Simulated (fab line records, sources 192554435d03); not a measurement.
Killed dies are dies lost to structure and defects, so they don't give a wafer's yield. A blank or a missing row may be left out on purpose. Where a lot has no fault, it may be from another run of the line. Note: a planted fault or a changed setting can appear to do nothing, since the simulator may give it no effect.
Problem report, 8D (eight disciplines) form, completed by code | flow n5 finfet | the parts of the form that need people (team, actions taken, sign-off) are left out

1. THE ISSUE
raw defect count at N5_FIN_SAQP_INSPECT_18 reads a mean of 1444 on 2 wafers of 2 lots; wafers without a fault read 427 with a standard deviation of 110. That puts it +9.2 standard deviations away from the usual mean.
The step: inspects for defects (brightfield).
First observed at day 4 09:44: wafer L291.4, on defect inspect-01. The record holds 24 wafers of 8 lots with a number at this step. The rule behind "out" and "out of limits": a value lying over 4 standard deviations away from the usual mean. All remaining wafers that have a number are taken as sound.

2. WHAT IT IS AND WHAT IT IS NOT
question                    | is                                   | is not
which readings at this step | raw defect count                     | -
which lots                  | L291, L292                           | L290, L299, L301, L302, L303, L304
which wafers of those lots  | L291.4, L292.4                       | L291.1, L291.2, L292.1, L292.2
read on which gauges        | defect inspect-01, defect inspect-02 | -
when                        | from day 4 09:44                     | up to then (5 sound wafers); but 17 sound wafers of L292, L299, L301, L302, L303, L304 came after

3. SUSPECTS, AND WHAT RULES EACH OUT
Counting: any tool at a process step up to the reading remains a suspect provided it ran every lot that is out. Sound lots after the first of them don't rule it out here, since some wafers of a struck lot are sound.
- ruled out: the gauge at N5_FIN_SAQP_INSPECT_18. 2 gauges (defect inspect-01, defect inspect-02) read the wafers that are out.
- pecvd-01 at N5_FIN_SAQP_PECVD_47 (deposits a-Si from SiH4/He, target thk 45 nm, time 36.3 s): kept. It ran every lot that is out, first L291 (day 4 09:08); its last sound lot up to then is L290 (day 4 03:01).
- pecvd-02 at N5_FIN_SAQP_HM_DEP_72 (deposits SiO2 from SiH4/N2O, target thk 12 nm, time 7.2 s): kept. It ran every lot that is out, first L291 (day 4 09:21); its last sound lot up to then is L290 (day 4 03:13).
- At N5_FIN_SAQP_HM_DEP_72, inside pecvd-02: chamber 0 took the wafers that are out, while their sound lot-mates went through chambers 1, 2.
Left after counting: pecvd-01 at N5_FIN_SAQP_PECVD_47, pecvd-02 at N5_FIN_SAQP_HM_DEP_72.

4. THE CAUSE (what the simulator had put in)
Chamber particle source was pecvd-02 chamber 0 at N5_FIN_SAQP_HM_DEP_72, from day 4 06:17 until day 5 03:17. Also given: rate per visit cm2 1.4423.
2 suspects survive the count, and this tool is in that group.

5. THE CHAIN OF EFFECTS, in route order
Each row: a reading where the mean over the struck wafers with a number is more than 3 standard deviations away from the usual. Only readings for which the record gives a usual standard deviation are gone through. hours: the time from each lot's start at the first step in this table that gives one to its start at this step, as a median over the lots. sigmas: the change in usual standard deviations.
hours | step                    | reading              | usual  | on struck wafers | change | sigmas
0     | N5_FIN_SAQP_INSPECT_18  | raw defect count     | 427    | 1444             | +1017  | +9.2
5     | N5_FIN_SAQP_INSPECT_40  | raw defect count     | 232    | 1134             | +902   | +13
5     | N5_FIN_CUT_INSPECT_10   | raw defect count     | 42     | 982              | +940   | +78
243   | N5_PASSIVATION_PROBE_49 | defect limited yield | 91.1 % | 83.7             | -7.4   | -5.3
243   | N5_PASSIVATION_PROBE_49 | killed at front end  | 41     | 140              | +99    | +8.2
243   | N5_PASSIVATION_PROBE_49 | killed dies          | 105    | 192              | +87    | +5.4
243   | N5_PASSIVATION_PROBE_49 | killed on rim        | 14     | 30               | +16    | +4.3
243   | N5_PASSIVATION_PROBE_49 | sort_bin_5_function  | 5.2 %  | 10.2             | +5.0   | +5.2
243   | N5_PASSIVATION_PROBE_49 | sort n pass          | 1075   | 988              | -87    | -5.4
243   | N5_PASSIVATION_PROBE_49 | sort yield pct       | 91.1 % | 83.7             | -7.4   | -5.3
It contains these process steps:
- N5_PASSIVATION_PROBE_49
Later measuring or inspecting steps at which every struck wafer that the step has a row for has a number for every such reading, and none has moved that far: N5_BEOL_M4_RC_MEAS_101.

6. HOW IT WOULD HAVE BEEN CAUGHT EARLIER
Counted from the fault's start at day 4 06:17, it took 3 hours until the first out-of-limits reading at a measuring or inspecting step in this record, taken at day 4 09:44.
No tool reading at N5_FIN_SAQP_HM_DEP_72 that has a usual standard deviation in the record was out on any struck wafer, so an alarm limit of 4 standard deviations on those readings would not have fired.
L292, from the lots that are out (2), started N5_FIN_SAQP_HM_DEP_72 on pecvd-02 later than day 4 09:44. A hold on the tool at that time would have spared it.
